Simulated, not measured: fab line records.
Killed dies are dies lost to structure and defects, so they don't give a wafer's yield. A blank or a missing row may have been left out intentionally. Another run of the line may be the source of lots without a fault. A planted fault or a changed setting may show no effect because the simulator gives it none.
A struck lot beside a sound one | flow n5 finfet | 15 steps out of a route of 1938
Sound: wafers L220.4, L220.5, L220.6. Struck: wafer L218.6 (left out: L218.3, a lot-mate that was not struck); the cause follows at the end.
At each step with rows: each side's tool, then ch and its chambers, then its first start. Under that, the readings that differ: sound wafers | struck wafers | difference of the means | sigmas: that difference in standard deviations of wafers without a fault.
alike: same words and numbers on both sides, and readings whose means sit less than 2 such deviations apart. not compared: any withheld reading, any reading some wafer has no value for, any bound like >300 that may hide the same value, and any number with overlapping values for which the record gives no deviation.
A row with sigmas, a row that says differs or no value, or rows on one side alone: a step with any of these is where the two part. When numbers do not overlap yet have no deviation, they are printed without sigmas and do not part them. A reading missing from all wafers of one side parts the sides only when that side holds two or more wafers.

first, 4 steps without rows for these wafers: N5_BEOL_M3_SOFTBAKE_23 (time 60 s); N5_BEOL_M3_EXPOSE_25 (exposes mask V2, defocus 5 nm); N5_BEOL_M3_PEB_26 (peb time 60 s); N5_BEOL_M3_DEVELOP_27 (develop time 30 s).
N5_BEOL_M3_CD_MEAS_28: target cd 25.7 nm, target cd y 23.3 nm.
  sound on cd sem-03 ch 0, day 12 18:46; struck on cd sem-02 ch 0, day 12 00:46
  alike: cd nm
N5_BEOL_M3_OVL_MEAS_29:
  sound on overlay-02 ch 0, day 12 18:49; struck on overlay-02 ch 0, day 12 00:48
  alike: V2_OVL
N5_BEOL_M3_INSPECT_30: inspects for defects (brightfield).
  sound on defect inspect-01, day 12 18:52; struck on defect inspect-02, day 12 00:50
  alike: raw defect count
N5_BEOL_M3_DESCUM_33: chemistry O2, time 7 s.
  sound on rie diel-02 ch 0,1,3, day 12 18:53; struck on rie diel-03 ch 0, day 12 00:53
  alike: drypump motor current A, oes product au, rf vpp V, showerhead plenum p Torr, throttle valve pct
  not compared: rf hours counter h
N5_BEOL_M3_ETCH_77: etches underlayer in N2/H2, target depth 6.5 nm, time 5.2 s.
  sound on rie diel-02 ch 0,1,3, day 12 18:55; struck on rie diel-03 ch 0, day 12 00:55
  alike: drypump motor current A, etch rf on time s, oes product au, rf vpp V, showerhead plenum p Torr, throttle valve pct
  not compared: rf hours counter h
N5_BEOL_M3_ETCH_69: etches SiARC in CF4, target depth 15.6 nm, time 26 s.
  sound on rie diel-02 ch 0,1,3, day 12 18:56; struck on rie diel-03 ch 0, day 12 00:56
  alike: drypump motor current A, etch rf on time s, oes product au, rf vpp V, showerhead plenum p Torr, throttle valve pct
  not compared: rf hours counter h
N5_BEOL_M3_ALD_98: deposits SiO2, target thk 2.5 nm, pulse time 1 s, co reactant pulse time 1 s.
  sound on ald sin-03 ch 0,1,2, day 12 19:01; struck on ald sin-04 ch 0, day 12 01:09
  alike: heater power w, precursor pulse height rel, susceptor temp C
N5_BEOL_M3_ETCHBACK_99: etches SiO2 in CHF3, target depth 5 nm, time 10.4 s.
  sound on rie diel-03 ch 1,2, day 13 01:13; struck on rie diel-02 ch 2, day 12 11:59
  reading                     | sound             | struck | difference | sigmas
  drypump motor current A (A) | 4.8 5.7 4.8       | 6.4    | +1.3       | +2
  oes_ar_750_au (a.u.)        | 0.84 0.97 0.84    | 0.70   | -0.18      | -3
  oes product au (a.u.)       | 0.86 0.97 0.85    | 0.69   | -0.20      | -3
  throttle valve pct (%)      | 16.89 16.69 16.87 | 17.25  | +0.43      | +2
  alike: rf vpp V, showerhead plenum p Torr
  not compared: rf hours counter h
N5_BEOL_M3_ETCH_70: etches SOC in N2/H2, target depth 80 nm, overetch 16 nm, time 120 s.
  sound on rie diel-03 ch 1,2, day 13 01:14; struck on rie diel-02 ch 2, day 12 12:01
  reading                     | sound             | struck | difference | sigmas
  drypump motor current A (A) | 4.8 5.7 4.8       | 6.4    | +1.3       | +2
  oes product au (a.u.)       | 0.66 0.74 0.65    | 0.52   | -0.16      | -3
  run length s (s)            | 143.6 143.9 143.2 | 149.8  | +6.2       | +12
  alike: rf vpp V, showerhead plenum p Torr, throttle valve pct
  not compared: rf hours counter h
then, 1 step without rows for these wafers: N5_BEOL_M3_STRIP_71 (strips in N2/H2).
N5_BEOL_M4_RC_MEAS_101:
  sound on prober-01 ch 0, day 13 18:43; struck on prober-02 ch 0, day 13 05:53
  reading       | sound       | struck | difference | sigmas
  ION_P (uA/um) | 453 463 461 | 482    | +23        | +2
  alike: DIBL_N, DIBL_P, IOFF_N, IOFF_P, ION_N, SS_N, SS_P, VT_N, VT_P

== WHERE THEY PART ==
Last at N5_BEOL_M4_RC_MEAS_101 as far as this record goes, first at N5_BEOL_M3_ETCHBACK_99.

WHY: what had been put in by the simulator
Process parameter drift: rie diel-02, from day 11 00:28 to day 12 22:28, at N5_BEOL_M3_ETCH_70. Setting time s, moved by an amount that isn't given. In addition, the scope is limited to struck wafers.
